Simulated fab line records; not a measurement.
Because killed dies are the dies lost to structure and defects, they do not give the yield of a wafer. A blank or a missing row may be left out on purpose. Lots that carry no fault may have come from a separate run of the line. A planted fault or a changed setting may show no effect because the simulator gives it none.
fab line records + flow nand-harc
record
- lots=12
- wafers=36
- last-day=34
route steps=1302 shown P_CONTACT@218 END@1302
lots that met no fault: taken from a fault-free run of the same line
start-h: hours from the record's opening day to when the first of the lot's shown wafers began + wait-h: how many hours have passed since the lot's step before this one + " as in the row above + L1.1+2: a row that stands for several wafers + - no value, or no start was given + * or withheld: withheld + < > ~ a bound
route shown NAME@n: NAME is a module with steps in the file, n the number in the route of the first one + usual: mean/standard deviation taken from wafers without a fault + same: alike in all rows + chamber/n: place in a boat + sites: each site's reading + _std_site: the values' standard deviation + _edge_site: outer sites' mean less inner sites' + radius-mm: for every site, how far away it sits from the centre of the wafer + mask NAME#n: copy n + behind: the tool/chamber that last shaped the wafer + hold: why the lot went on hold/how many hours it stayed there/how the hold came to an end + device: names the non-switching transistor (n, p or np) + end of line: the same wafers' tests at the end of the route + step lacking rows: just its recipe + killed: not the wafer's yield, but the dies lost to structure and defects at the first sort + map: the dies of a wafer, with x for killed, . for not killed, _ for no die there
set.NAME: setting as actually run; set.NAME@STEP: the setting as run at that earlier step + model.NAME: the simulator's own value behind a step, which no gauge read
a sample of lots followed through the steps of the route, with each step as a table and each wafer as a row
services: when a tool's chamber went out of use (start-h, in hours from the record's first day, below 0 if earlier), for how many hours, and the reason
## steps
# step NHARC_P_CONTACT_DEP_00
# recipe
- target-thk-a=5000
- temp-c=400
- pressure-torr=6.5
- rf-w=900
- teos-flow-sccm=161.4
- flow-sccm=2650
- target-thk-nm=500
- gas=O2
- material=SiO2
# usual
- heater-power-outer-w=318/82
- heater-power-w=587/120
- throttle-valve-pct=16.1/0.33
| lot.wafer | tool     | chamber | start-h | wait-h | heater-power-outer-w | heater-power-w | throttle-valve-pct |
|-----------|----------|---------|---------|--------|----------------------|----------------|--------------------|
| L797.3    | pecvd-01 | 2       | -       | -      | 402                  | 709            | 16.1               |
| L797.2    | "        | 0       | "       | "      | 381                  | 695            | 16.2               |
| L797.6    | "        | 2       | "       | "      | 414                  | 742            | 16.2               |
| L798.1    | pecvd-04 | 1       | -       | -      | 323                  | 573            | 16.3               |
| L798.3    | "        | 2       | "       | "      | 273                  | 521            | 15.8               |
| L798.2    | "        | 0       | "       | "      | 477                  | 766            | 16.6               |
| L799.1    | pecvd-01 | 1       | -       | -      | 197                  | 405            | 16.0               |
| L799.5    | "        | 2       | "       | "      | 348                  | 671            | 16.1               |
| L799.4    | "        | 0       | "       | "      | 395                  | 683            | 16.1               |
| L802.1    | pecvd-04 | 0       | -       | -      | 458                  | 752            | 17.1               |
| L802.2    | "        | 1       | "       | "      | 306                  | 567            | 16.4               |
| L802.6    | "        | 0       | "       | "      | 475                  | 762            | 16.8               |
| L803.1    | pecvd-01 | 2       | -       | -      | 398                  | 729            | 16.2               |
| L803.3    | "        | 1       | "       | "      | 290                  | 538            | 16.3               |
| L803.4    | "        | 0       | "       | "      | 400                  | 683            | 15.8               |
| L804.4    | pecvd-01 | 0       | -       | -      | 359                  | 621            | 16.3               |
| L804.6    | "        | 1       | "       | "      | 225                  | 454            | 16.4               |
| L804.5    | "        | 2       | "       | "      | 289                  | 559            | 16.2               |
| L805.3    | pecvd-04 | 0       | 200.76  | 0.3    | 494                  | 783            | 17.1               |
| L805.6    | "        | 2       | "       | "      | 328                  | 588            | 15.9               |
| L805.5    | "        | 0       | "       | "      | 505                  | 801            | 16.7               |
| L806.2    | pecvd-03 | 0       | -       | -      | 418                  | 727            | 15.9               |
| L806.6    | "        | 1       | "       | "      | 248                  | 432            | 15.7               |
| L806.5    | "        | 2       | "       | "      | 256                  | 574            | 15.7               |
| L807.3    | pecvd-03 | 0       | -       | -      | 377                  | 685            | 16.0               |
| L807.4    | "        | 2       | "       | "      | 305                  | 620            | 15.9               |
| L807.5    | "        | 0       | "       | "      | 398                  | 710            | 16.3               |
| L816.3    | pecvd-03 | 2       | -       | -      | 308                  | 625            | 15.7               |
| L816.1    | "        | 0       | "       | "      | 404                  | 758            | 16.1               |
| L816.4    | "        | 2       | "       | "      | 196                  | 484            | 15.9               |
| L817.6    | pecvd-03 | 2       | -       | -      | 308                  | 618            | 15.8               |
| L817.5    | "        | 0       | "       | "      | 410                  | 721            | 15.9               |
| L817.4    | "        | 1       | "       | "      | 263                  | 448            | 15.9               |
| L819.2    | pecvd-03 | 0       | -       | -      | 327                  | 609            | 16.0               |
| L819.4    | "        | 2       | "       | "      | 195                  | 482            | 16.0               |
| L819.6    | "        | 0       | "       | "      | 356                  | 642            | 16.0               |
# step NHARC_P_CONTACT_ETCH_18
# recipe
- target-depth-a=4810
- time-s=240.5
- c4f8-flow-sccm=20
- o2-flow-sccm=10
- ar-flow-sccm=withheld
- rf-w=600
- bias-w=1500
- chemistry=C4F8/O2/Ar
# usual
- oes-product-au=0.945/0.021
- rf-vpp-V=978/6
| lot.wafer | tool        | chamber | start-h | wait-h | oes-product-au | rf-hours-counter-h | rf-vpp-V |
|-----------|-------------|---------|---------|--------|----------------|--------------------|----------|
| L797.3    | rie-diel-11 | 0       | -       | -      | 0.988          | 0.9                | 985      |
| L797.2    | "           | 2       | "       | "      | 0.945          | 0.7                | 978      |
| L797.6    | "           | 1       | "       | "      | 0.960          | -                  | 977      |
| L798.2    | rie-diel-11 | 3       | -       | -      | 0.918          | 1.2                | 977      |
| L798.1    | "           | 0       | "       | "      | 0.917          | 1.4                | 986      |
| L798.3    | "           | 2       | "       | "      | 0.918          | 1.1                | 979      |
| L799.1    | rie-diel-11 | 2       | -       | -      | 0.941          | 1.7                | 978      |
| L799.5    | "           | 2       | "       | "      | 0.948          | -                  | 977      |
| L799.4    | "           | 1       | "       | "      | 0.961          | -                  | 976      |
| L802.2    | rie-diel-07 | 2       | -       | -      | 0.936          | 2.5                | 987      |
| L802.1    | "           | 3       | "       | "      | 0.926          | 2.9                | 971      |
| L802.6    | "           | 3       | "       | "      | 0.916          | -                  | 971      |
| L803.1    | rie-diel-07 | 1       | -       | -      | 0.931          | 3.0                | 969      |
| L803.4    | "           | 3       | "       | "      | 0.958          | 3.4                | 971      |
| L803.3    | "           | 0       | "       | "      | 0.978          | 1.9                | 973      |
| L804.5    | rie-diel-11 | 2       | -       | -      | 0.952          | -                  | 979      |
| L804.6    | "           | 3       | "       | "      | 0.953          | -                  | 978      |
| L804.4    | "           | 0       | "       | "      | 0.952          | -                  | 987      |
| L805.3    | rie-diel-04 | 3       | -       | -      | 0.982          | 0.6                | 969      |
| L805.5    | "           | 1       | "       | "      | 0.952          | -                  | 973      |
| L805.6    | "           | 2       | "       | "      | 0.951          | -                  | 976      |
| L806.2    | rie-diel-11 | 1       | -       | -      | 0.921          | 3.6                | 976      |
| L806.5    | "           | 0       | "       | "      | 0.930          | -                  | 986      |
| L806.6    | "           | 1       | "       | "      | 0.923          | -                  | 976      |
| L807.3    | rie-diel-11 | 0       | -       | -      | 0.970          | 4.1                | 986      |
| L807.4    | "           | 1       | "       | "      | 0.949          | 4.1                | 976      |
| L807.5    | "           | 2       | "       | "      | 0.949          | -                  | 979      |
| L816.3    | rie-diel-07 | 3       | -       | -      | 0.967          | 0.6                | 972      |
| L816.4    | "           | 0       | "       | "      | 0.954          | 0.5                | 974      |
| L816.1    | "           | 2       | "       | "      | 0.968          | 0.7                | 986      |
| L817.4    | rie-diel-04 | 2       | -       | -      | 0.943          | 4.5                | 975      |
| L817.6    | "           | 2       | "       | "      | 0.944          | -                  | 976      |
| L817.5    | "           | 3       | "       | "      | 0.949          | -                  | 968      |
| L819.4    | rie-diel-04 | 1       | -       | -      | 0.943          | 4.9                | 974      |
| L819.2    | "           | 2       | "       | "      | 0.964          | 5.2                | 977      |
| L819.6    | "           | 2       | "       | "      | 0.952          | -                  | 976      |
# step NHARC_P_CONTACT_PVD_32
# recipe
- target-thk-a=50
- chamber-pressure-pa=5
- power-w=5000
- substrate-temp-c=200
- time-s=17.7
- material=Ti
# usual
- throttle-valve-pct=30.2/1
| lot.wafer | tool           | chamber | start-h | wait-h | throttle-valve-pct |
|-----------|----------------|---------|---------|--------|--------------------|
| L797.2    | pvd-sputter-02 | -       | -       | -      | 29.0               |
| L797.3    | "              | -       | "       | "      | 30.0               |
| L797.6    | "              | -       | "       | "      | 28.8               |
| L798.3    | pvd-sputter-03 | -       | -       | -      | 31.1               |
| L798.2    | "              | -       | "       | "      | 29.1               |
| L798.1    | "              | -       | "       | "      | 29.1               |
| L799.4    | pvd-sputter-02 | -       | -       | -      | 29.0               |
| L799.1    | "              | -       | "       | "      | 28.3               |
| L799.5    | "              | -       | "       | "      | 30.4               |
| L802.2    | pvd-sputter-03 | -       | -       | -      | 31.3               |
| L802.1    | "              | -       | "       | "      | 29.7               |
| L802.6    | "              | -       | "       | "      | 30.2               |
| L803.4    | pvd-sputter-02 | -       | -       | -      | 28.1               |
| L803.3    | "              | -       | "       | "      | 30.1               |
| L803.1    | "              | -       | "       | "      | 30.4               |
| L804.4    | pvd-sputter-01 | -       | -       | -      | 31.8               |
| L804.5    | "              | -       | "       | "      | 31.1               |
| L804.6    | "              | -       | "       | "      | 30.6               |
| L805.3    | pvd-sputter-03 | -       | -       | -      | 30.1               |
| L805.5    | "              | -       | "       | "      | 30.1               |
| L805.6    | "              | -       | "       | "      | 31.4               |
| L806.2    | pvd-sputter-01 | -       | -       | -      | 30.8               |
| L806.5    | "              | -       | "       | "      | 31.8               |
| L806.6    | "              | -       | "       | "      | 29.2               |
| L807.3    | pvd-sputter-02 | -       | -       | -      | 28.4               |
| L807.4    | "              | -       | "       | "      | 30.3               |
| L807.5    | "              | -       | "       | "      | 29.3               |
| L816.3    | pvd-sputter-03 | -       | -       | -      | 29.9               |
| L816.1    | "              | -       | "       | "      | 30.2               |
| L816.4    | "              | -       | "       | "      | 30.0               |
| L817.4    | pvd-sputter-03 | -       | -       | -      | 31.1               |
| L817.6    | "              | -       | "       | "      | 30.2               |
| L817.5    | "              | -       | "       | "      | 31.0               |
| L819.4    | pvd-sputter-01 | -       | -       | -      | 31.3               |
| L819.2    | "              | -       | "       | "      | 31.4               |
| L819.6    | "              | -       | "       | "      | 31.2               |
# step NHARC_P_CONTACT_CVD_23
# recipe
- target-thk-a=2000
- temp-c=300
- pressure-torr=40
- wf6-flow-sccm=40
- h2-flow-sccm=1600
- ar-flow-sccm=1560
- time-s=557
- material=W
# usual
- heater-power-outer-w=256/18
- heater-power-w=472/25
- throttle-valve-pct=7.9/0.32
| lot.wafer | tool     | chamber | start-h | wait-h | heater-power-outer-w | heater-power-w | throttle-valve-pct |
|-----------|----------|---------|---------|--------|----------------------|----------------|--------------------|
| L797.2    | cvd-w-01 | 0       | 127.82  | -      | 266                  | 491            | 8.2                |
| L797.3    | "        | 1       | "       | "      | 231                  | 446            | 7.6                |
| L797.6    | "        | 1       | "       | "      | 230                  | 449            | 7.9                |
| L798.1    | cvd-w-02 | 0       | 141.46  | -      | 288                  | 509            | 7.8                |
| L798.2    | "        | 1       | "       | "      | 261                  | 489            | 8.2                |
| L798.3    | "        | 1       | "       | "      | 255                  | 483            | 8.3                |
| L799.1    | cvd-w-01 | 0       | 160.03  | -      | 270                  | 496            | 8.2                |
| L799.4    | "        | 1       | "       | "      | 235                  | 429            | 7.7                |
| L799.5    | "        | 0       | "       | "      | 262                  | 497            | 8.4                |
| L802.1    | cvd-w-02 | 0       | 181.15  | -      | 282                  | 498            | 7.5                |
| L802.2    | "        | 1       | "       | "      | 260                  | 478            | 8.3                |
| L802.6    | "        | 0       | "       | "      | 280                  | 494            | 7.8                |
| L803.1    | cvd-w-02 | 0       | 185.40  | -      | 286                  | 504            | 7.8                |
| L803.3    | "        | 0       | "       | "      | 283                  | 496            | 7.8                |
| L803.4    | "        | 1       | "       | "      | 252                  | 492            | 8.0                |
| L804.4    | cvd-w-01 | 0       | 199.05  | -      | 260                  | 481            | 7.9                |
| L804.5    | "        | 1       | "       | "      | 229                  | 435            | 7.5                |
| L804.6    | "        | 0       | "       | "      | 255                  | 471            | 8.1                |
| L805.3    | cvd-w-01 | 1       | 204.32  | -      | 232                  | 430            | 7.4                |
| L805.6    | "        | 1       | "       | "      | 228                  | 438            | 7.2                |
| L805.5    | "        | 0       | "       | "      | 261                  | 484            | 8.5                |
| L806.2    | cvd-w-01 | 1       | 219.07  | -      | 220                  | 428            | 7.5                |
| L806.6    | "        | 0       | "       | "      | 256                  | 474            | 8.3                |
| L806.5    | "        | 1       | "       | "      | 224                  | 424            | 7.5                |
| L807.4    | cvd-w-01 | 1       | 226.07  | -      | 227                  | 434            | 7.7                |
| L807.3    | "        | 0       | "       | "      | 257                  | 479            | 8.2                |
| L807.5    | "        | 0       | "       | "      | 256                  | 460            | 8.2                |
| L816.1    | cvd-w-01 | 1       | 318.93  | -      | 229                  | 437            | 7.4                |
| L816.3    | "        | 0       | "       | "      | 264                  | 478            | 8.3                |
| L816.4    | "        | 1       | "       | "      | 230                  | 430            | 7.8                |
| L817.4    | cvd-w-01 | 0       | 330.96  | -      | 268                  | 488            | 8.3                |
| L817.5    | "        | 1       | "       | "      | 233                  | 438            | 7.2                |
| L817.6    | "        | 0       | "       | "      | 268                  | 488            | 8.4                |
| L819.2    | cvd-w-02 | 1       | 345.07  | -      | 261                  | 492            | 8.1                |
| L819.4    | "        | 1       | "       | "      | 264                  | 485            | 8.2                |
| L819.6    | "        | 0       | "       | "      | 256                  | 470            | 7.8                |
# step NHARC_P_CONTACT_CMP_24
# recipe
- t-overpolish-s=30
- target-thk-nm=200
# usual
- motor-current-A=11.3/1
- overpolish-run-s=29.999/0.0083
- pad-life-wafers=176/110
- slurry-filter-dp-kPa=13.50/0.14
- time-to-endpoint-s=39/3.7
# same
- t-overpolish-s=30
| lot.wafer | tool   | chamber | start-h | wait-h | motor-current-A | overpolish-run-s | pad-life-wafers | slurry-filter-dp-kPa | time-to-endpoint-s |
|-----------|--------|---------|---------|--------|-----------------|------------------|-----------------|----------------------|--------------------|
| L797.2    | cmp-01 | 2       | 128.38  | 0.5    | 11.9            | 30.012           | 114             | 13.65                | 39                 |
| L797.3    | "      | 1       | "       | "      | 10.9            | 29.995           | 117             | 13.40                | 45                 |
| L797.6    | "      | 2       | "       | "      | 12.4            | 29.996           | -               | 13.34                | 36                 |
| L798.2    | cmp-03 | 1       | 142.11  | 0.5    | 11.0            | 29.989           | 306             | 13.42                | 32                 |
| L798.3    | "      | 3       | "       | "      | 11.0            | 29.982           | 308             | 13.38                | 38                 |
| L798.1    | "      | 0       | "       | "      | 11.8            | 29.998           | 309             | 13.64                | 36                 |
| L799.4    | cmp-01 | 3       | 160.58  | 0.4    | 11.1            | 30.003           | 216             | 13.56                | 38                 |
| L799.1    | "      | 2       | "       | "      | 12.4            | 30.007           | 219             | 13.57                | 34                 |
| L799.5    | "      | 3       | "       | "      | 11.2            | 29.999           | -               | 13.53                | 39                 |
| L802.2    | cmp-03 | 1       | 181.80  | 0.5    | 11.4            | 30.007           | 66              | 13.45                | 31                 |
| L802.1    | "      | 0       | "       | "      | 11.1            | 30.013           | 69              | 13.33                | 31                 |
| L802.6    | "      | 1       | "       | "      | 11.4            | 29.995           | -               | 13.50                | 30                 |
| L803.4    | cmp-04 | 0       | 186.05  | 0.3    | 8.9             | 29.992           | 246             | 13.54                | 40                 |
| L803.1    | "      | 1       | "       | "      | 12.6            | 29.998           | 247             | 13.56                | 45                 |
| L803.3    | "      | 2       | "       | "      | 11.6            | 30.003           | 248             | 13.57                | 40                 |
| L804.4    | cmp-01 | 2       | 199.50  | 0.4    | 12.2            | 30.006           | 45              | 13.64                | 37                 |
| L804.6    | "      | 3       | "       | "      | 10.6            | 29.987           | -               | 13.67                | 40                 |
| L804.5    | "      | 0       | "       | "      | 12.2            | 29.994           | -               | 13.83                | 34                 |
| L805.3    | cmp-04 | 1       | 204.82  | 0.4    | 12.5            | 29.980           | 319             | 13.61                | 45                 |
| L805.5    | "      | 0       | "       | "      | 9.8             | 29.988           | -               | 13.55                | 42                 |
| L805.6    | "      | 1       | "       | "      | 12.4            | 29.995           | -               | 13.47                | 46                 |
| L806.2    | cmp-03 | 0       | 219.68  | 0.5    | 12.3            | 30.009           | 266             | 13.39                | 36                 |
| L806.6    | "      | 2       | "       | "      | 10.7            | 29.980           | -               | 13.50                | 67                 |
| L806.5    | "      | 3       | "       | "      | 10.2            | 29.993           | -               | 13.45                | 44                 |
| L807.3    | cmp-04 | 0       | 226.53  | 0.3    | 9.2             | 29.991           | 60              | 13.21                | 66                 |
| L807.4    | "      | 1       | "       | "      | 12.1            | 30.005           | 61              | 13.42                | 43                 |
| L807.5    | "      | 1       | "       | "      | 12.3            | 30.007           | -               | 13.54                | 68                 |
| L816.3    | cmp-03 | 0       | 319.50  | 0.4    | 11.7            | 30.013           | 252             | 13.43                | 40                 |
| L816.4    | "      | 2       | "       | "      | 12.0            | 29.984           | 254             | 13.50                | 41                 |
| L816.1    | "      | 3       | "       | "      | 9.9             | 30.009           | 255             | 13.61                | 40                 |
| L817.4    | cmp-03 | 3       | 331.42  | 0.4    | 10.9            | 30.011           | 315             | 13.74                | 38                 |
| L817.6    | "      | 0       | "       | "      | 11.6            | 29.999           | -               | 13.65                | 37                 |
| L817.5    | "      | 1       | "       | "      | 11.6            | 29.996           | -               | 13.61                | 36                 |
| L819.4    | cmp-04 | 0       | 345.63  | 0.3    | 9.1             | 29.995           | 180             | 13.66                | 42                 |
| L819.2    | "      | 1       | "       | "      | 12.2            | 30.004           | 181             | 13.50                | 45                 |
| L819.6    | "      | 0       | "       | "      | 9.5             | 30.003           | -               | 13.45                | 39                 |
# step NHARC_END_SORT_01
# recipe
- temp-c=25
# usual
- killed-at-array=59/16
- killed-at-other=0.7/1.1
- killed-at-periphery=4/3
- killed-dies=64/16
- killed-open=3.4/1.8
- killed-short=2.6/1.7
# same
- gross-dies=677
| lot.wafer | tool      | chamber | start-h | wait-h | killed-at-array | killed-at-other | killed-at-periphery | killed-dies | killed-open | killed-short |
|-----------|-----------|---------|---------|--------|-----------------|-----------------|---------------------|-------------|-------------|--------------|
| L807.3    | prober-01 | 0       | 667.10  | 3.1    | 47              | 0               | 6                   | 53          | 2           | 5            |
| L807.4    | prober-01 | 0       | 667.90  | 3.4    | 54              | 1               | 5                   | 60          | 3           | 2            |
| L807.5    | prober-01 | 0       | 668.70  | 3.7    | 45              | 0               | 0                   | 45          | 2           | 2            |
# killed by level:class
L807.3 A_CHANNEL_HOLE_D2:chamber-film-flake=17 A_SLIT:chamber-film-flake=16 A_CHANNEL_HOLE_D1:chamber-film-flake=6 A_CHANNEL_FILL_D2:geometric-particle:short=2 P_GATE:chamber-film-flake=2 A_STAIRCASE:chamber-film-flake=2 P_M0:geometric-particle:open=1 P_M2:geometric-particle:short=1
L807.4 A_SLIT:chamber-film-flake=37 A_CHANNEL_HOLE_D2:chamber-film-flake=7 P_GATE:chamber-film-flake=4 A_WL_FILL:geometric-particle:short=2 A_CHANNEL_HOLE_D1:chamber-film-flake=2 P_M1:geometric-particle:open=1 A_ONON_D1:geometric-particle:open=1 A_CHANNEL_FILL_D2:geometric-particle:open=1
L807.5 A_SLIT:chamber-film-flake=23 A_CHANNEL_HOLE_D2:chamber-film-flake=13 A_CHANNEL_HOLE_D1:chamber-film-flake=3 A_WL_FILL:geometric-particle:short=2 A_ONON_D1:geometric-particle:open=1 A_CONTACT:geometric-particle:open=1 A_DECK1_JOINT:chamber-film-flake=1 A_CONTACT:chamber-film-flake=1
## services
| tool           | chamber | start-h | hours | kind   |
|----------------|---------|---------|-------|--------|
| pvd-sputter-02 | -       | 104.00  | 10.0  | pm     |
| cmp-04         | -       | 111.02  | 4.0   | pm     |
| cmp-04         | -       | 129.96  | 5.6   | repair |
| pecvd-01       | -       | 130.02  | 13.0  | pm     |
| cmp-03         | -       | 140.12  | 1.6   | repair |
| rie-diel-11    | 0       | 153.95  | 9.1   | repair |
| pecvd-01       | -       | 158.85  | 11.0  | repair |
| cmp-03         | -       | 161.99  | 0.5   | repair |
| cmp-03         | -       | 167.02  | 2.4   | repair |
| pvd-sputter-03 | -       | 170.00  | 10.0  | pm     |
| rie-diel-11    | 0       | 174.34  | 1.4   | repair |
| pecvd-03       | -       | 185.00  | 13.0  | pm     |
| cvd-w-01       | -       | 185.16  | 13.0  | pm     |
| rie-diel-11    | 1       | 195.61  | 6.0   | repair |
| pecvd-03       | -       | 220.38  | 0.5   | repair |
| cmp-03         | -       | 236.16  | 0.3   | repair |
| rie-diel-11    | 3       | 254.01  | 6.0   | repair |
| rie-diel-11    | -       | 255.50  | 9.0   | pm     |
| cmp-03         | -       | 260.47  | 4.0   | pm     |
| cmp-03         | -       | 278.88  | 0.9   | repair |
| pecvd-03       | 2       | 287.08  | 8.3   | repair |
| rie-diel-11    | -       | 288.08  | 0.7   | repair |
| rie-diel-11    | 1       | 320.26  | 4.7   | repair |
| cmp-03         | -       | 342.52  | 6.0   | repair |
## key
first-sign
- step=NHARC_P_CONTACT_CMP_24
- reading=time-to-endpoint-s
- direction=up
- sigmas=7.5
- usual=*
- struck=*
effect none on later readings
met-at NHARC_P_CONTACT_CVD_23
struck-lots L806,L807
struck-wafers L806.6,L807.3,L807.5
tester-left-out L806,L807
not-acting-at NHARC_P_CONTACT_DEP_00,NHARC_P_CONTACT_ETCH_18,NHARC_P_CONTACT_PVD_32
onset-between 204.32 219.07
fault
- kind=process-parameter-drift
- tool=cvd-w-01
- chamber=0
- onset-h=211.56
- steps=NHARC_P_CONTACT_CVD_23
- channel=target-thk-a
- offset=*
- shape=step
- end-h=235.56
- acts-in=*
- stated=*
# tester-left-out: of these lots the tester's yield and bins aren't shown, on N5 and GAA mostly nor the transistor test; their killed dies are dies lost to structure and defects alone, not to doping, threshold or leakage, so they don't give the yield
